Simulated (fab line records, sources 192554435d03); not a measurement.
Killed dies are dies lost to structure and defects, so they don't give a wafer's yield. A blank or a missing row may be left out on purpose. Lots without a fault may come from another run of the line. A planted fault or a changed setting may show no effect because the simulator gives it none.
fab line records | flow n5_finfet | part 1 of 2: steps 1 to 24 of 29
record lots=5 wafers=15 last_day=18
route steps=1938 shown MOL_CONTACT_COAG@581
lots that met no fault: from a run of the same line without faults
start_h: hours from the record's first day to the start of the lot's first wafer shown | wait_h: hours since the lot's step before | " the same as in the row above | L1.1+2: a row that stands for several wafers | - no value, or no start given | * or withheld: withheld | < > ~ a bound
route shown NAME@n: a module of which the file shows steps, and the number in the route of the first | usual: mean/standard deviation of fault-free wafers | same: alike in all rows | chamber/n: place in a boat | sites: the reading at each site | _std_site: their standard deviation | _edge_site: outer sites' mean less inner sites' | radius_mm: how far each site lies from the wafer's centre | mask NAME#n: copy n | behind: the tool/chamber that last shaped the wafer | hold: why the lot was held/for how many hours/how that ended | device: the transistor (n, p or np) that didn't switch | end of line: the same wafers' tests at the end of the route | a step without rows: its recipe alone | killed: dies lost to structure and defects at the first sort, not the wafer's yield | map: a wafer's dies, x killed, . not, _ none there
set.NAME: the setting as run; set.NAME@STEP: as run at that earlier step | model.NAME: the simulator's own value behind a step, which no gauge read
lots at some steps of the route; a table a step, a row a wafer
services: from which hour (start_h, from the record's first day; less than 0 if before it) a tool's chamber was out of use, for how many hours, and why
## steps
# step N5_MOL_CONTACT_COAG_ETCH_91
# recipe chemistry=N2/H2 target=SOC target_depth_a=600 overetch_a=210 mask_material=SiARC temp_c=40 time_s=101.2 ion_energy_ev=200 pressure_mtorr=30 source_w=840 bias_w=150 n2_flow_sccm=200 h2_flow_sccm=200
# usual drypump_motor_current_A=6.0/0.49 h2_flow_sccm=200.0/0.62 oes_product_au=0.67/0.075 rf_vpp_V=525.4/2.7 showerhead_plenum_p_Torr=2.60/0.089 throttle_valve_pct=17.73/0.22
# columns lot.wafer tool chamber start_h wait_h drypump_motor_current_A h2_flow_sccm oes_product_au rf_hours_counter_h rf_vpp_V showerhead_plenum_p_Torr throttle_valve_pct
L076.3 rie_diel-02 0 112.86 0.0 6.3 200.2 0.61 183 525.9 2.63 17.48
L076.4 " 0 " " 6.3 200.5 0.61 - 526.5 2.63 17.48
L076.6 " 2 " " 5.7 200.0 0.70 - 525.5 2.59 17.94
L078.2 rie_diel-05 1 122.84 0.0 6.5 197.7 0.61 183 522.8 2.54 17.50
L078.3 " 3 " " 6.2 200.0 0.59 216 520.4 2.40 17.76
L078.5 " 1 " " 6.5 198.5 0.61 - 523.0 2.54 17.52
L081.1 rie_diel-02 1 143.22 0.0 6.5 199.4 0.79 9 527.0 2.71 17.43
L081.3 " 2 " " 5.6 199.6 0.68 73 524.4 2.59 17.98
L081.4 " 0 " " 6.3 200.0 0.60 193 526.4 2.62 17.51
L083.2 rie_diel-02 3 153.18 0.0 6.0 200.5 0.76 25 529.1 2.70 17.66
L083.5 " 2 " " 5.7 200.5 0.68 - 523.5 2.59 17.96
L083.6 " 3 " " 6.0 200.3 0.76 - 528.2 2.70 17.67
L097.1 rie_diel-05 0 239.38 0.0 5.6 199.2 0.82 5 525.4 2.59 17.68
L097.2 " 2 " " 5.6 199.2 0.59 212 526.8 2.62 18.12
L097.3 " 1 " " 6.5 200.8 0.59 227 522.5 2.52 17.58
# step N5_MOL_CONTACT_COAG_STRIP_92
# recipe chemistry=N2/H2 temp_c=40 n2_flow_sccm=200 h2_flow_sccm=200 rf_frequency_hz=6e+07
# columns lot.wafer tool chamber start_h wait_h
L076.3+4+6 rie_diel-02 0,0,2 112.93 0.0
L078.2+3+5 rie_diel-05 1,3,1 122.91 0.0
L081.1+3+4 rie_diel-02 1,2,0 143.29 0.0
L083.2+5+6 rie_diel-02 3,2,3 153.25 0.0
L097.1+2+3 rie_diel-05 0,2,1 239.45 0.0
# step N5_MOL_CONTACT_COAG_STRIP_93
# recipe chemistry=N2/H2 temp_c=40 n2_flow_sccm=200 h2_flow_sccm=200 rf_frequency_hz=6e+07
# columns lot.wafer tool chamber start_h wait_h
L076.3+4+6 rie_diel-02 0,0,2 112.94 0.0
L078.2+3+5 rie_diel-05 1,3,1 122.92 0.0
L081.1+3+4 rie_diel-02 1,2,0 143.30 0.0
L083.2+5+6 rie_diel-02 3,2,3 153.26 0.0
L097.1+2+3 rie_diel-05 0,2,1 239.46 0.0
# step N5_MOL_CONTACT_COAG_ETCHBACK_135
# recipe chemistry=CHF3 target=SiO2 target_depth_a=250 time_s=16.7 ion_energy_ev=200 pressure_mtorr=30 source_w=610 bias_w=170 Ar_flow_sccm=200 CHF3_flow_sccm=50
# usual drypump_motor_current_A=6.0/0.48 oes_product_au=0.80/0.093 rf_vpp_V=526/8.7 showerhead_plenum_p_Torr=2.43/0.084 throttle_valve_pct=18.62/0.21
# columns lot.wafer tool chamber start_h wait_h drypump_motor_current_A oes_product_au rf_hours_counter_h rf_vpp_V showerhead_plenum_p_Torr throttle_valve_pct
L076.3 rie_diel-02 0 112.95 0.0 6.2 0.72 183 534 2.46 18.41
L076.4 " 0 " " 6.2 0.72 - 534 2.46 18.41
L076.6 " 2 " " 5.7 0.84 - 531 2.40 18.56
L078.2 rie_diel-05 1 122.93 0.0 6.5 0.72 183 531 2.36 18.32
L078.3 " 3 " " 6.2 0.72 216 508 2.27 18.68
L078.5 " 1 " " 6.5 0.73 - 532 2.36 18.34
L081.1 rie_diel-02 1 143.31 0.0 6.5 0.95 10 531 2.52 18.27
L081.3 " 2 " " 5.6 0.83 73 529 2.39 18.60
L081.4 " 0 " " 6.2 0.72 193 534 2.46 18.42
L083.2 rie_diel-02 3 153.27 0.0 6.0 0.93 25 517 2.54 18.77
L083.5 " 2 " " 5.7 0.82 - 533 2.39 18.61
L083.6 " 3 " " 5.9 0.93 - 516 2.54 18.78
L097.1 rie_diel-05 0 239.47 0.0 5.6 1.00 6 537 2.45 18.72
L097.2 " 2 " " 5.6 0.69 212 518 2.47 19.05
L097.3 " 1 " " 6.5 0.69 227 531 2.34 18.40
# step N5_MOL_CONTACT_COAG_STRIP_118
# recipe chemistry=CHF3 resist=SiARC rf_frequency_hz=6e+07
# columns lot.wafer tool chamber start_h wait_h
L076.3+4+6 rie_diel-02 0,0,2 112.97 0.0
L078.2+3+5 rie_diel-05 1,3,1 122.95 0.0
L081.1+3+4 rie_diel-02 1,2,0 143.33 0.0
L083.2+5+6 rie_diel-02 3,2,3 153.29 0.0
L097.1+2+3 rie_diel-05 0,2,1 239.50 0.0
# step N5_MOL_CONTACT_COAG_VIA_ETCH_46
# recipe chemistry=C4F6/O2 target_depth_a=460 overetch_a=92 mask_material=SOC target=SiO2 bias_w=455 pressure_mtorr=10 time_s=40 source_w=325 Ar_flow_sccm=300 C4F6_flow_sccm=10 O2_flow_sccm=10 ion_energy_ev=575.3 ends=end_point
# usual O2_flow_sccm=10.00/0.031 drypump_motor_current_A=6.0/0.48 oes_product_au=0.72/0.079 rf_vpp_V=1593/24 showerhead_plenum_p_Torr=2.90/0.1 throttle_valve_pct=40.9/0.48
# columns lot.wafer tool chamber start_h wait_h O2_flow_sccm drypump_motor_current_A oes_product_au rf_hours_counter_h rf_vpp_V showerhead_plenum_p_Torr throttle_valve_pct
L076.3 rie_diel-02 0 112.98 0.0 9.99 6.2 0.64 183 1615 2.93 40.6
L076.4 " 0 " " 9.98 6.2 0.65 - 1616 2.93 40.7
L076.6 " 2 " " 9.99 5.6 0.74 - 1604 2.86 40.8
L078.2 rie_diel-05 1 122.96 0.0 10.00 6.5 0.65 183 1609 2.81 40.2
L078.3 " 3 " " 9.99 6.2 0.64 216 1538 2.70 40.7
L078.5 " 1 " " 10.01 6.5 0.66 - 1607 2.81 40.3
L081.1 rie_diel-02 1 143.34 0.0 9.99 6.5 0.85 10 1610 3.01 40.3
L081.3 " 2 " " 9.99 5.7 0.73 73 1604 2.85 40.8
L081.4 " 0 " " 10.06 6.2 0.64 193 1614 2.93 40.7
L083.2 rie_diel-02 3 153.30 0.0 10.01 6.0 0.82 25 1567 3.03 41.4
L083.5 " 2 " " 10.01 5.7 0.73 - 1603 2.85 40.8
L083.6 " 3 " " 10.03 5.9 0.83 - 1567 3.03 41.4
L097.1 rie_diel-05 0 239.51 0.0 9.99 5.6 0.88 6 1625 2.92 41.6
L097.2 " 2 " " 9.99 5.6 0.63 212 1572 2.94 41.8
L097.3 " 1 " " 10.02 6.5 0.62 227 1608 2.79 40.3
# step N5_MOL_CONTACT_COAG_STRIP_96
# recipe chemistry=N2/H2 power_w=500 temp_c=40 pressure_mtorr=50 rf_frequency_hz=6e+07 overash_fraction=0.3 bias_power_w=28 h2_frac=0.5 n2_flow_sccm=300 h2_flow_sccm=300
# usual drypump_motor_current_A=6.0/0.48 h2_flow_sccm=300.0/0.83 oes_product_au=0.80/0.094 rf_vpp_V=122.2/1.2 showerhead_plenum_p_Torr=3.43/0.11 throttle_valve_pct=18.9/0.43
# columns lot.wafer tool chamber start_h wait_h drypump_motor_current_A h2_flow_sccm oes_product_au rf_hours_counter_h rf_vpp_V showerhead_plenum_p_Torr throttle_valve_pct
L076.3 rie_diel-02 0 113.05 0.0 6.3 299.7 0.72 183 122.8 3.47 18.5
L076.4 " 0 " " 6.3 299.5 0.72 - 124.0 3.47 18.5
L076.6 " 2 " " 5.7 300.7 0.84 - 121.4 3.42 19.5
L078.2 rie_diel-05 1 123.03 0.0 6.5 299.5 0.72 183 121.6 3.35 18.4
L078.3 " 3 " " 6.3 300.5 0.72 216 121.5 3.18 19.0
L078.5 " 1 " " 6.5 299.4 0.71 - 122.6 3.36 18.4
L081.1 rie_diel-02 1 143.41 0.0 6.6 300.2 0.95 10 124.3 3.58 18.5
L081.3 " 2 " " 5.7 300.0 0.82 73 121.6 3.41 19.6
L081.4 " 0 " " 6.3 300.8 0.71 193 123.0 3.46 18.5
L083.2 rie_diel-02 3 153.37 0.0 6.0 300.4 0.93 25 122.9 3.55 18.5
L083.5 " 2 " " 5.7 298.8 0.81 - 122.1 3.41 19.5
L083.6 " 3 " " 6.0 299.4 0.94 - 122.2 3.55 18.5
L097.1 rie_diel-05 0 239.57 0.0 5.6 300.5 0.99 6 121.0 3.41 18.9
L097.2 " 2 " " 5.6 300.8 0.70 212 122.1 3.46 19.4
L097.3 " 1 " " 6.5 300.1 0.68 227 122.5 3.33 18.5
# step N5_MOL_CONTACT_COAG_ETCH_47
# recipe chemistry=CH3F/O2 target=SiNx target_depth_a=270 mask_material=SiO2 stop_on=W over_etch_frac=0.2 ion_energy_ev=120 endpoint=OES-CN pressure_mtorr=30 source_w=395 bias_w=73 Ar_flow_sccm=150 CH3F_flow_sccm=30 O2_flow_sccm=20 ends=end_point
# usual O2_flow_sccm=19.99/0.058 drypump_motor_current_A=6.0/0.48 etch_rf_on_time_s=30.9/0.58 oes_product_au=0.72/0.083 rf_vpp_V=299/4.9 showerhead_plenum_p_Torr=2.05/0.074 throttle_valve_pct=16.24/0.2
# columns lot.wafer tool chamber start_h wait_h O2_flow_sccm drypump_motor_current_A etch_rf_on_time_s oes_product_au rf_hours_counter_h rf_vpp_V showerhead_plenum_p_Torr throttle_valve_pct
L076.3 rie_diel-02 0 113.09 0.0 20.04 6.2 31.2 0.64 183 303 2.07 16.05
L076.4 " 0 " " 20.07 6.2 30.9 0.65 - 303 2.07 16.05
L076.6 " 2 " " 19.98 5.7 30.2 0.75 - 303 2.02 16.18
L078.2 rie_diel-05 1 123.07 0.0 20.00 6.5 30.9 0.65 183 301 1.98 15.98
L078.3 " 3 " " 20.05 6.2 29.7 0.65 216 288 1.90 16.31
L078.5 " 1 " " 20.02 6.5 30.8 0.65 - 302 1.98 15.98
L081.1 rie_diel-02 1 143.45 0.0 20.02 6.5 30.5 0.86 10 302 2.13 15.92
L081.3 " 2 " " 20.08 5.7 30.4 0.74 73 301 2.01 16.20
L081.4 " 0 " " 19.96 6.2 30.8 0.65 193 302 2.06 16.05
L083.2 rie_diel-02 3 153.41 0.0 19.98 6.0 30.8 0.84 25 295 2.14 16.38
L083.5 " 2 " " 20.12 5.7 30.8 0.73 - 301 2.01 16.20
L083.6 " 3 " " 19.87 6.0 30.3 0.84 - 294 2.14 16.36
L097.1 rie_diel-05 0 239.61 0.0 20.15 5.6 31.0 0.89 6 305 2.06 16.30
L097.2 " 2 " " 19.95 5.6 32.4 0.62 212 296 2.07 16.66
L097.3 " 1 " " 20.02 6.5 31.5 0.62 227 302 1.96 16.07
# step N5_MOL_CONTACT_COAG_STRIP_119
# recipe chemistry=N2/H2 time_s=30 power_w=1000 temp_c=250 pressure_mtorr=withheld n2_flow_sccm=1750 h2_flow_sccm=3250
# usual drypump_motor_current_A=5.6/0.56 h2_flow_sccm=3250/9.9 heater_power_w=313/15
# columns lot.wafer tool chamber start_h wait_h drypump_motor_current_A h2_flow_sccm heater_power_w rf_hours_counter_h
L076.3 plasma_asher-02 1 113.19 0.1 5.0 3233 306 -
L076.4 " 0 " " 6.1 3240 312 -
L076.6 " 0 " " 6.1 3243 313 -
L078.2 plasma_asher-02 0 123.15 0.1 6.1 3246 316 52
L078.3 " 1 " " 4.9 3260 300 -
L078.5 " 1 " " 5.0 3270 308 -
L081.1 plasma_asher-01 1 143.53 0.1 6.3 3250 299 94
L081.3 " 1 " " 6.3 3253 307 -
L081.4 " 0 " " 5.3 3237 338 -
L083.2 plasma_asher-01 1 153.49 0.1 6.3 3248 296 96
L083.5 " 1 " " 6.3 3250 297 -
L083.6 " 0 " " 5.3 3262 340 -
L097.1 plasma_asher-02 0 239.69 0.1 6.1 3242 318 75
L097.2 " 1 " " 4.9 3243 311 75
L097.3 " 1 " " 4.9 3240 311 -
# step N5_MOL_CONTACT_COAG_PRECLEAN_144
# recipe chemistry=alkaline_clean temp_c=60 time_s=60 do_ppb=50
# columns lot.wafer tool chamber start_h wait_h
L076.3+4+6 wet_bench-06 2,4,1 113.26 0.0
L078.2+3+5 wet_bench-02 7,4,6 123.23 0.1
L081.1+3+4 wet_bench-02 2,0,3 143.61 0.1
L083.2+5+6 wet_bench-06 2,1,4 153.58 0.1
L097.1+2+3 wet_bench-02 6,3,1 239.81 0.1
# step N5_MOL_CONTACT_COAG_SRD_145
# recipe dry=ipa_marangoni time_s=30 temp_c=23 rinse_liquid=diw
# columns lot.wafer tool chamber start_h wait_h
L076.3+4+6 wet_bench-06 2,4,1 113.28 0.0
L078.2+3+5 wet_bench-02 7,4,6 123.25 0.0
L081.1+3+4 wet_bench-02 2,0,3 143.63 0.0
L083.2+5+6 wet_bench-06 2,1,4 153.60 0.0
L097.1+2+3 wet_bench-02 6,3,1 239.83 0.0
# step N5_MOL_CONTACT_COAG_CD_MEAS_137
# recipe target_cd_nm=16
# usual cd_nm=15.8/0.37
# columns lot.wafer tool chamber start_h wait_h cd_nm
L076.3 cd_sem-01 - 113.32 0.0 15.3
L076.4 " - " " 15.8
L076.6 " - " " 16.0
L078.2 cd_sem-01 - 123.29 0.0 16.2
L078.3 " - " " 16.4
L078.5 " - " " 15.8
L081.1 cd_sem-02 - 143.67 0.0 15.9
L081.3 " - " " 15.9
L081.4 " - " " 15.8
L083.2 cd_sem-02 - 153.64 0.0 16.0
L083.5 " - " " 15.5
L083.6 " - " " 15.5
L097.1 cd_sem-02 - 239.87 0.0 16.1
L097.2 " - " " 16.5
L097.3 " - " " 15.8
# step N5_MOL_CONTACT_COAG_COAT_62
# recipe resist=SOC temp_c=250 time_s=60 spin_rpm=1500 resist_thk_nm=60
# columns lot.wafer tool chamber start_h wait_h
L076.3+4+6 litho_track-01 0 113.36 0.0
L078.2+3+5 litho_track-03 0 123.33 0.0
L081.1+3+4 litho_track-01 0 143.71 0.0
L083.2+5+6 litho_track-01 0 153.67 0.0
L097.1+2+3 litho_track-02 0 239.91 0.0
# step N5_MOL_CONTACT_COAG_COAT_63
# recipe resist=SiARC temp_c=220 time_s=60 spin_rpm=1500 resist_thk_nm=10
# columns lot.wafer tool chamber start_h wait_h
L076.3+4+6 litho_track-01 0 - -
L078.2+3+5 litho_track-03 0 - -
L081.1+3+4 litho_track-01 0 - -
L083.2+5+6 litho_track-01 0 - -
L097.1+2+3 litho_track-02 0 - -
# step N5_MOL_CONTACT_COAG_COAT_64
# recipe resist=underlayer temp_c=205 time_s=60 spin_rpm=1500 resist_thk_nm=10
# columns lot.wafer tool chamber start_h wait_h
L076.3+4+6 litho_track-01 0 - -
L078.2+3+5 litho_track-03 0 - -
L081.1+3+4 litho_track-01 0 - -
L083.2+5+6 litho_track-01 0 - -
L097.1+2+3 litho_track-02 0 - -
# step N5_MOL_CONTACT_COAG_COAT_34
# recipe resist=CAR-EUV spin_rpm=1500 resist_thk_nm=40
# columns lot.wafer tool chamber start_h wait_h
L076.3+4+6 litho_track-01 0 - -
L078.2+3+5 litho_track-03 0 - -
L081.1+3+4 litho_track-01 0 - -
L083.2+5+6 litho_track-01 0 - -
L097.1+2+3 litho_track-02 0 - -
# step N5_MOL_CONTACT_COAG_EBR_36
# recipe solvent=PGMEA ebr_width_mm=1.5
# columns lot.wafer tool chamber start_h wait_h
L076.3+4+6 litho_track-01 0 - -
L078.2+3+5 litho_track-03 0 - -
L081.1+3+4 litho_track-01 0 - -
L083.2+5+6 litho_track-01 0 - -
L097.1+2+3 litho_track-02 0 - -
# step N5_MOL_CONTACT_COAG_SOFTBAKE_35
# recipe temp_c=110 time_s=60 resist=CAR-EUV
# columns lot.wafer tool chamber start_h wait_h
L076.3+4+6 litho_track-01 0 - -
L078.2+3+5 litho_track-03 0 - -
L081.1+3+4 litho_track-01 0 - -
L083.2+5+6 litho_track-01 0 - -
L097.1+2+3 litho_track-02 0 - -
# step N5_MOL_CONTACT_COAG_EXPOSE_37
# recipe mask_id=VD na=0.33 source_shape=annular sigma_inner=0.3 sigma_outer=0.7 polarization=unpolarized defocus_nm=0 dose_mj=62
# columns lot.wafer tool chamber start_h wait_h mask
L076.3+4+6 euv_scanner-02 0 113.64 - VD#0
L078.2+3+5 euv_scanner-01 0 123.48 - VD#0
L081.1+3+4 euv_scanner-02 0 143.85 - VD#0
L083.2+5+6 euv_scanner-01 0 153.82 - VD#0
L097.1+2+3 euv_scanner-01 0 240.17 - VD#0
# step N5_MOL_CONTACT_COAG_PEB_38
# recipe peb_temp_c=100 peb_time_s=60 resist=CAR-EUV
# same peb_time_s=60
# columns lot.wafer tool chamber start_h wait_h
L076.3+4+6 litho_track-02 0 113.70 0.1
L078.2+3+5 litho_track-01 0 123.54 0.1
L081.1+3+4 litho_track-02 0 143.92 0.1
L083.2+5+6 litho_track-03 0 153.89 0.1
L097.1+2+3 litho_track-01 0 240.25 0.1
# step N5_MOL_CONTACT_COAG_DEVELOP_39
# recipe develop_time_s=30 developer=TMAH resist=CAR-EUV rinse_liquid=surfactant_rinse dry=air_spin dev_temp_c=23
# columns lot.wafer tool chamber start_h wait_h
L076.3+4+6 litho_track-02 0 - -
L078.2+3+5 litho_track-01 0 - -
L081.1+3+4 litho_track-02 0 - -
L083.2+5+6 litho_track-03 0 - -
L097.1+2+3 litho_track-01 0 - -
# step N5_MOL_CONTACT_COAG_CD_MEAS_40
# recipe target_cd_nm=25.1 landing_energy_ev=500 detector=se_inlens polarity=opening
# usual cd_nm=25.03/0.23
# same landing_energy_ev=500
# columns lot.wafer tool chamber start_h wait_h cd_nm
L076.3 cd_sem-03 0 113.77 - 24.79
L076.4 " 0 " " 24.88
L076.6 " 0 " " 24.97
L078.2 cd_sem-01 0 123.61 - 24.91
L078.3 " 0 " " 24.98
L078.5 " 0 " " 24.61
L081.1 cd_sem-01 0 143.99 - 24.91
L081.3 " 0 " " 25.16
L081.4 " 0 " " 25.00
L083.2 cd_sem-03 0 153.96 - 25.06
L083.5 " 0 " " 25.30
L083.6 " 0 " " 25.15
L097.1 cd_sem-02 0 240.32 - 24.82
L097.2 " 0 " " 24.91
L097.3 " 0 " " 24.84
# step N5_MOL_CONTACT_COAG_OVL_MEAS_41
# recipe points_per_wafer=522
# usual VD_OVL=0.0/0.7
# columns lot.wafer tool chamber start_h wait_h VD_OVL[nm]
L076.3 overlay-01 0 113.80 0.0 1.1
L076.4 " 0 " " 1.1
L076.6 " 0 " " 0.9
L078.2 overlay-02 0 123.65 0.0 -0.7
L078.3 " 0 " " -0.4
L078.5 " 0 " " -1.0
L081.1 overlay-01 0 144.02 0.0 -0.2
L081.3 " 0 " " 0.3
L081.4 " 0 " " 0.0
L083.2 overlay-01 0 153.99 0.0 0.7
L083.5 " 0 " " 1.0
L083.6 " 0 " " 1.1
L097.1 overlay-02 0 240.35 0.0 0.2
L097.2 " 0 " " 0.0
L097.3 " 0 " " 0.0
# step N5_MOL_CONTACT_COAG_INSPECT_42
# recipe mode=adi inspect_instrument=brightfield
# usual raw_defect_count=185/51
# columns lot.wafer tool chamber start_h wait_h raw_defect_count
L076.3 defect_inspect-02 - 113.85 0.0 119
L076.4 " - " " 154
L076.6 " - " " 245
L078.2 defect_inspect-02 - 123.70 0.0 140
L078.3 " - " " 174
L078.5 " - " " 279
L081.1 defect_inspect-02 - 144.08 0.1 249
L081.3 " - " " 188
L081.4 " - " " 187
L083.2 defect_inspect-02 - 154.04 0.0 152
L083.5 " - " " 116
L083.6 " - " " 195
L097.1 defect_inspect-01 - 240.41 0.1 156
L097.2 " - " " 118
L097.3 " - " " 205
